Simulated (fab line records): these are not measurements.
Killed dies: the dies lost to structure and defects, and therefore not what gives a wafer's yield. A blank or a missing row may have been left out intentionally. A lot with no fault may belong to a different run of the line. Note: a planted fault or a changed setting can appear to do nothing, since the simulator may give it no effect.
Matching of chambers || flow n5_finfet || N5_BEOL_M11_VIA_ETCH_34 on rie_diel-05: 4 sister chambers
The step etches SiCOH lowk in C4F6/O2, target depth 184.5 nm, time 69.2 s. 4 wafers are shown with their chamber, then 12 later ones without.

WAFERS, EACH WITH ITS CHAMBER
{"wafer": "L090.1", "chamber": 0, "showerhead_plenum_p_Torr (Torr)": 2.63}
{"wafer": "L090.3", "chamber": 3, "showerhead_plenum_p_Torr (Torr)": 2.91}
{"wafer": "L090.5", "chamber": 1, "showerhead_plenum_p_Torr (Torr)": 2.97}
{"wafer": "L090.6", "chamber": 2, "showerhead_plenum_p_Torr (Torr)": 2.94}

WAFERS WHOSE CHAMBER IS MISSING
{"wafer": "L093.1", "showerhead_plenum_p_Torr (Torr)": 2.63}
{"wafer": "L093.5", "showerhead_plenum_p_Torr (Torr)": 2.63}
{"wafer": "L093.6", "showerhead_plenum_p_Torr (Torr)": 2.93}
{"wafer": "L094.2", "showerhead_plenum_p_Torr (Torr)": 2.63}
{"wafer": "L094.3", "showerhead_plenum_p_Torr (Torr)": 2.96}
{"wafer": "L094.5", "showerhead_plenum_p_Torr (Torr)": 2.63}
{"wafer": "L096.2", "showerhead_plenum_p_Torr (Torr)": 2.96}
{"wafer": "L096.3", "showerhead_plenum_p_Torr (Torr)": 2.93}
{"wafer": "L096.4", "showerhead_plenum_p_Torr (Torr)": 2.91}
{"wafer": "L097.2", "showerhead_plenum_p_Torr (Torr)": 2.63}
{"wafer": "L097.3", "showerhead_plenum_p_Torr (Torr)": 2.93}
{"wafer": "L097.6", "showerhead_plenum_p_Torr (Torr)": 2.91}

WHICH CHAMBER EACH WENT THROUGH
{"wafer": "L093.1", "from the rows above": 0, "in truth": 0}
{"wafer": "L093.5", "from the rows above": 0, "in truth": 0}
{"wafer": "L093.6", "from the rows above": "can't be placed: 2 or 3", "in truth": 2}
{"wafer": "L094.2", "from the rows above": 0, "in truth": 0}
{"wafer": "L094.3", "from the rows above": "can't be placed: 1 or 2", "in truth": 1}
{"wafer": "L094.5", "from the rows above": 0, "in truth": 0}
{"wafer": "L096.2", "from the rows above": "can't be placed: 1 or 2", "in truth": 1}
{"wafer": "L096.3", "from the rows above": "can't be placed: 2 or 3", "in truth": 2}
{"wafer": "L096.4", "from the rows above": 3, "in truth": 3}
{"wafer": "L097.2", "from the rows above": 0, "in truth": 0}
{"wafer": "L097.3", "from the rows above": "can't be placed: 2 or 3", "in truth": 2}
{"wafer": "L097.6", "from the rows above": 3, "in truth": 3}
Correct placement for 7 of the 12. Cannot be placed on the basis of these rows: 5; the candidates contain the true chamber in 5. Placed wrongly: 0.
How it was worked out, from the rows above alone: a wafer's distance from a chamber is the root of the sum, over the readings, of the square of ((its reading less the chamber's mean) divided by the reading's scatter). The wafer belongs to the nearest chamber; if the next one is less than 2 further off, it can't be placed. A chamber's mean is the mean of its shown wafers. The scatter: root of mean squared gap, hidden wafer to nearest shown wafer, with one shown wafer a chamber.
